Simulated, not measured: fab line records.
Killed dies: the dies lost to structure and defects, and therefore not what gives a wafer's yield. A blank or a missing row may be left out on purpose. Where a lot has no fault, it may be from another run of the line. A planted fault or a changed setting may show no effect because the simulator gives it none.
Matching of chambers    flow nand harc    NHARC_A_WL_FILL_CMP_12 on cmp-01 has 4 sister chambers
The step polishes, t overpolish 30 s, target thk 100 nm. 8 wafers are shown with their chamber, then 12 later ones without.

## WAFERS, EACH WITH ITS CHAMBER
wafer   chamber  motor current A (A)  overpolish run s (s)
L087.5  2        12.0                 29.994
L087.6  1        11.1                 30.000
L091.1  1        11.1                 29.993
L091.2  2        12.7                 30.009
L091.4  3        13.6                 30.013
L089.1  3        12.8                 29.997
L089.3  0        12.3                 29.995
L089.5  0        12.5                 29.998

## WAFERS MISSING THEIR CHAMBER
wafer   motor current A (A)  overpolish run s (s)
L094.1  12.0                 30.006
L094.2  11.7                 30.002
L094.3  12.9                 29.996
L094.4  11.2                 29.996
L094.5  12.2                 30.010
L094.6  11.1                 29.992
L096.2  12.5                 30.003
L096.5  13.3                 30.002
L096.6  11.0                 29.997
L097.2  12.4                 29.994
L097.3  12.4                 29.995
L097.5  12.4                 30.013

## WHICH CHAMBER EACH WENT THROUGH
wafer   from the rows above           in truth
L094.1  can't be placed: 2 or 0 or 1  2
L094.2  can't be placed: 2 or 1 or 0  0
L094.3  can't be placed: 0 or 3 or 2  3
L094.4  1                             1
L094.5  can't be placed: 2 or 0 or 3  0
L094.6  1                             1
L096.2  can't be placed: 2 or 0 or 3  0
L096.5  can't be placed: 3 or 0       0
L096.6  1                             1
L097.2  can't be placed: 0 or 2       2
L097.3  can't be placed: 0 or 2       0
L097.5  can't be placed: 2 or 0 or 3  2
Placed correctly: 3 of 12. Can't be placed from these rows: 9 (the true chamber is among the candidates in 9). 0 placed wrongly.
How it was worked out, from the rows above alone: a wafer's distance from a chamber is the root of the sum, over the readings, of the square of ((its reading less the chamber's mean) divided by the reading's scatter). The wafer belongs to the nearest chamber; if the next one is less than 2 further off, it can't be placed. A chamber's mean is the mean of its shown wafers. How the scatter is found: for the shown wafers, subtract from each reading the mean of its chamber, square and add these, divide the total by (wafers less chambers), then take the root.
